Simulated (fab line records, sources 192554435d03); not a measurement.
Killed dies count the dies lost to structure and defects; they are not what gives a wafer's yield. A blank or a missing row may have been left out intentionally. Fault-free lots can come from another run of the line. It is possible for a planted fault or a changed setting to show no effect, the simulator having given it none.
What tool caused it? | flow n5_finfet | 24 lots, 72 wafers sampled, at 3 steps of a route of 1938

## WHAT THE GAUGES READ, wafer by wafer
N5_BEOL_M1_CD_MEAS_28: target cd y 23.3 nm. Usual: cd_nm at 24.02 nm, with a standard deviation of 0.29.
lot  | measured     | on        | cd_nm (nm)        | flag
L074 | day 6 09:16  | cd_sem-03 | 23.82 23.51 24.20 |
L075 | day 6 12:17  | cd_sem-03 | 23.99 23.81 24.38 |
L076 | day 6 13:34  | cd_sem-01 | 24.26 24.14 24.10 |
L077 | day 6 23:08  | cd_sem-03 | 24.29 24.18 23.46 |
L078 | day 7 06:38  | cd_sem-03 | 24.32 23.98 24.59 |
L079 | day 7 07:19  | cd_sem-01 | 24.34 24.26 24.38 |
L080 | day 7 15:11  | cd_sem-02 | 23.94 23.74 23.73 |
L081 | day 7 20:36  | cd_sem-03 | 23.67 24.13 24.22 |
L082 | day 8 07:07  | cd_sem-03 | 24.22 23.96 24.44 |
L083 | day 8 12:25  | cd_sem-03 | 23.80 24.02 23.89 |
L084 | day 8 12:31  | cd_sem-01 | 24.28 24.10 23.79 |
L085 | day 9 05:07  | cd_sem-02 | 24.28 23.84 23.75 |
L086 | day 9 06:49  | cd_sem-03 | 24.03 24.10 24.12 |
L087 | day 9 12:42  | cd_sem-01 | 24.17 24.10 23.81 |
L088 | day 9 12:58  | cd_sem-03 | 23.82 24.07 23.88 |
L089 | day 9 20:42  | cd_sem-03 | 24.54 24.28 24.37 |
L090 | day 10 02:31 | cd_sem-03 | 23.96 23.78 24.08 |
L091 | day 10 04:17 | cd_sem-02 | 24.29 24.14 23.77 |
L093 | day 10 23:58 | cd_sem-02 | 23.55 23.83 24.47 |
L092 | day 11 00:04 | cd_sem-03 | 23.67 24.07 24.15 |
L094 | day 11 02:40 | cd_sem-02 | 23.97 24.02 23.61 |
L095 | day 11 17:54 | cd_sem-03 | 23.89 23.39 23.63 |
L096 | day 11 23:44 | cd_sem-01 | 24.15 24.56 24.08 |
L097 | day 12 06:50 | cd_sem-03 | 24.55 24.39 24.54 |

N5_BEOL_M1_OVL_MEAS_29. Usual: V0_OVL typically reads 0.1 nm, with standard deviation 0.73.
lot  | measured     | on         | V0_OVL (nm)    | flag
L074 | day 6 09:18  | overlay-01 | 0.5 -0.2 0.2   |
L075 | day 6 12:19  | overlay-02 | 0.2 -0.7 -0.5  |
L076 | day 6 13:36  | overlay-01 | 1.0 0.6 0.9    |
L077 | day 6 23:11  | overlay-02 | 0.7 1.1 0.6    |
L078 | day 7 06:41  | overlay-01 | -0.4 1.3 1.2   |
L079 | day 7 07:21  | overlay-02 | -0.8 -0.5 -0.9 |
L080 | day 7 15:13  | overlay-01 | 0.6 -0.1 0.7   |
L081 | day 7 20:38  | overlay-02 | 0.9 0.2 0.4    |
L082 | day 8 07:09  | overlay-02 | -0.8 -0.2 0.6  |
L083 | day 8 12:27  | overlay-01 | 0.4 1.4 0.2    |
L084 | day 8 12:33  | overlay-01 | -0.3 0.3 -0.2  |
L085 | day 9 05:10  | overlay-02 | -0.4 -1.3 -1.5 |
L086 | day 9 06:50  | overlay-02 | -0.2 -1.5 -1.6 |
L087 | day 9 12:44  | overlay-02 | 0.3 0.0 -0.7   |
L088 | day 9 13:01  | overlay-02 | 1.5 1.6 0.5    |
L089 | day 9 20:44  | overlay-02 | 0.0 -0.3 0.2   |
L090 | day 10 02:32 | overlay-01 | 1.3 1.1 -0.1   |
L091 | day 10 04:20 | overlay-02 | 1.0 0.0 -0.1   |
L093 | day 10 23:59 | overlay-01 | 0.3 0.5 0.2    |
L092 | day 11 00:05 | overlay-02 | -0.8 -0.4 -0.7 |
L094 | day 11 02:41 | overlay-02 | 0.2 -0.3 -0.1  |
L095 | day 11 17:56 | overlay-01 | 1.5 1.1 0.4    |
L096 | day 11 23:46 | overlay-01 | -0.3 -0.4 -0.5 |
L097 | day 12 06:53 | overlay-02 | 0.4 -0.7 0.0   |

## WHICH TOOL RAN EACH LOT (tool, then ch and the chambers of the sampled wafers, then the start)
lot  | N5_BEOL_M1_ETCH_64
L074 | rie_diel-01 ch 0,1,3, day 6 08:31
L075 | rie_diel-03 ch 0,1,2, day 6 11:24
L076 | rie_diel-01 ch 0,1, day 6 12:46
L077 | rie_diel-06 ch 0,2,3, day 6 22:28
L078 | rie_diel-03 ch 0,2, day 7 05:45
L079 | rie_diel-03 ch 0,2,3, day 7 06:32
L080 | rie_diel-06 ch 0,2,3, day 7 14:13
L081 | rie_diel-01 ch 0,3, day 7 19:43
L082 | rie_diel-06 ch 2,3, day 8 06:19
L083 | rie_diel-06 ch 0,1,2, day 8 11:43
L084 | rie_diel-01 ch 0,2, day 8 11:51
L085 | rie_diel-06 ch 0,1,2, day 9 04:18
L086 | rie_diel-06 ch 0,1,3, day 9 06:08
L087 | rie_diel-06 ch 0,1,3, day 9 11:50
L088 | rie_diel-03 ch 0,2,3, day 9 12:11
L089 | rie_diel-06 ch 0,3, day 9 19:51
L090 | rie_diel-01 ch 1,2, day 10 01:50
L091 | rie_diel-01 ch 0,1,2, day 10 03:37
L093 | rie_diel-01 ch 1,2, day 10 23:10
L092 | rie_diel-01 ch 1,3, day 10 23:23
L094 | rie_diel-06 ch 0,1,2, day 11 01:55
L095 | rie_diel-03 ch 0,2,3, day 11 17:04
L096 | rie_diel-03 ch 0,2,3, day 11 22:59
L097 | rie_diel-01 ch 1,3, day 12 06:03
- N5_BEOL_M1_ETCH_64: etches SOC in N2/H2, target depth 75 nm, overetch 15 nm, time 112.5 s.

## WHAT THE TOOLS THEMSELVES READ (means of the sampled wafers that have a number; where no wafer has one, the mark that the record gives instead)
N5_BEOL_M1_ETCH_64. Usual: drypump_motor_current_A 5.9 A, standard deviation 0.45; oes_product_au 0.60 a.u., standard deviation 0.054; rf_vpp_V 523 V, standard deviation 3; showerhead_plenum_p_Torr 2.53 Torr, standard deviation 0.11; throttle_valve_pct 17.93 %, standard deviation 0.28.
lot  | tool        | drypump_motor_current_A (A) | oes_product_au (a.u.) | rf_vpp_V (V) | showerhead_plenum_p_Torr (Torr) | throttle_valve_pct (%) | flag
L074 | rie_diel-01 | 5.5                         | 0.58                  | 525          | 2.57                            | 18.20                  |
L075 | rie_diel-03 | 6.3                         | 0.57                  | 525          | 2.57                            | 18.01                  |
L076 | rie_diel-01 | 5.5                         | 0.57                  | 524          | 2.55                            | 18.09                  |
L077 | rie_diel-06 | 6.0                         | 0.59                  | 520          | 2.43                            | 17.78                  |
L078 | rie_diel-03 | 5.9                         | 0.58                  | 525          | 2.64                            | 18.06                  |
L079 | rie_diel-03 | 5.9                         | 0.60                  | 524          | 2.59                            | 17.87                  |
L080 | rie_diel-06 | 6.1                         | 0.59                  | 521          | 2.42                            | 17.79                  |
L081 | rie_diel-01 | 5.4                         | 0.59                  | 523          | 2.57                            | 18.34                  |
L082 | rie_diel-06 | 5.8                         | 0.59                  | 519          | 2.39                            | 17.81                  |
L083 | rie_diel-06 | 6.2                         | 0.61                  | 524          | 2.54                            | 17.87                  |
L084 | rie_diel-01 | 5.4                         | 0.58                  | 526          | 2.60                            | 18.03                  |
L085 | rie_diel-06 | 6.2                         | 0.61                  | 523          | 2.54                            | 17.87                  |
L086 | rie_diel-06 | 6.3                         | 0.63                  | 523          | 2.50                            | 17.66                  |
L087 | rie_diel-06 | 6.3                         | 0.63                  | 522          | 2.50                            | 17.65                  |
L088 | rie_diel-03 | 5.9                         | 0.58                  | 525          | 2.58                            | 17.91                  |
L089 | rie_diel-06 | 6.1                         | 0.59                  | 519          | 2.38                            | 17.61                  |
L090 | rie_diel-01 | 5.5                         | 0.69                  | 525          | 2.60                            | 17.76                  |
L091 | rie_diel-01 | 5.5                         | 0.62                  | 524          | 2.58                            | 17.93                  |
L093 | rie_diel-01 | 5.5                         | 0.62                  | 525          | 2.61                            | 17.90                  |
L092 | rie_diel-01 | 5.5                         | 0.69                  | 525          | 2.57                            | 17.94                  |
L094 | rie_diel-06 | 6.2                         | 0.67                  | 523          | 2.53                            | 17.76                  |
L095 | rie_diel-03 | 5.9                         | 0.57                  | 524          | 2.57                            | 17.94                  |
L096 | rie_diel-03 | 5.9                         | 0.57                  | 525          | 2.57                            | 17.95                  |
L097 | rie_diel-01 | 5.4                         | 0.63                  | 524          | 2.57                            | 18.23                  |

## THE ANSWER, worked out from the rows above alone
Rule: lot off if the mean of its wafers having a number is beyond 3 standard deviations from the usual mean. Also off: a lot with no number at a reading for which 4 or more lots have one. The other lots that the step has rows for count as sound. Order of review: gauges by route order, followed by the tools' own readings, for which a lot's mean as printed above is used. At the first step where some lot is off, the reading lying furthest off is the one used; lots without a number count as furthest.
No lot is off at any reading shown: from this, nothing can be told.

## WHAT THE SIMULATOR PUT IN
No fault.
